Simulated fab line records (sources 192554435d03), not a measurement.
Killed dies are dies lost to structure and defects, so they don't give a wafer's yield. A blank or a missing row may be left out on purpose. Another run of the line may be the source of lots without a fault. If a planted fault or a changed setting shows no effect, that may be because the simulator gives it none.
Matching of chambers || flow n5_finfet || N5_BEOL_M13_VIA_ETCH_16 on rie_diel-02: 4 sister chambers
The step etches SiOC in C4F8/O2/Ar, target depth 921.7 nm. 4 wafers are shown with their chamber, then 10 later ones without.

EACH WAFER AND ITS CHAMBER
{"wafer": "L084.3", "chamber": 3, "drypump_motor_current_A (A)": 5.4}
{"wafer": "L084.5", "chamber": 1, "drypump_motor_current_A (A)": 4.8}
{"wafer": "L090.2", "chamber": 0, "drypump_motor_current_A (A)": 5.8}
{"wafer": "L090.3", "chamber": 2, "drypump_motor_current_A (A)": 5.8}

WAFERS WITHOUT THEIR CHAMBER
{"wafer": "L090.6", "drypump_motor_current_A (A)": 5.9}
{"wafer": "L092.3", "drypump_motor_current_A (A)": 4.9}
{"wafer": "L092.5", "drypump_motor_current_A (A)": 5.8}
{"wafer": "L092.6", "drypump_motor_current_A (A)": 5.4}
{"wafer": "L094.1", "drypump_motor_current_A (A)": 5.8}
{"wafer": "L094.3", "drypump_motor_current_A (A)": 5.4}
{"wafer": "L094.4", "drypump_motor_current_A (A)": 5.8}
{"wafer": "L097.2", "drypump_motor_current_A (A)": 5.9}
{"wafer": "L097.3", "drypump_motor_current_A (A)": 5.4}
{"wafer": "L097.6", "drypump_motor_current_A (A)": 4.8}

THE CHAMBER EACH PASSED THROUGH
{"wafer": "L090.6", "from the rows above": "can't be placed: 0 or 2", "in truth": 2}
{"wafer": "L092.3", "from the rows above": 1, "in truth": 1}
{"wafer": "L092.5", "from the rows above": "can't be placed: 0 or 2", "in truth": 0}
{"wafer": "L092.6", "from the rows above": 3, "in truth": 3}
{"wafer": "L094.1", "from the rows above": "can't be placed: 0 or 2", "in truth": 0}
{"wafer": "L094.3", "from the rows above": 3, "in truth": 3}
{"wafer": "L094.4", "from the rows above": "can't be placed: 0 or 2", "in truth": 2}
{"wafer": "L097.2", "from the rows above": "can't be placed: 0 or 2", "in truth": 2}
{"wafer": "L097.3", "from the rows above": 3, "in truth": 3}
{"wafer": "L097.6", "from the rows above": 1, "in truth": 1}
Placed correctly: 5 of 10. Not placeable from these rows: 5 (in 5, the candidates include the true chamber). Placed wrongly: 0.
How it was worked out, from the rows above alone: a wafer's distance from a chamber is the root of the sum, over the readings, of the square of ((its reading less the chamber's mean) divided by the reading's scatter). If the next closest chamber is less than 2 further off than the closest, the wafer can't be placed; otherwise it belongs to the closest. The mean given for a chamber averages the wafers shown for that chamber. The scatter: root of mean squared gap, hidden wafer to nearest shown wafer, with one shown wafer a chamber.
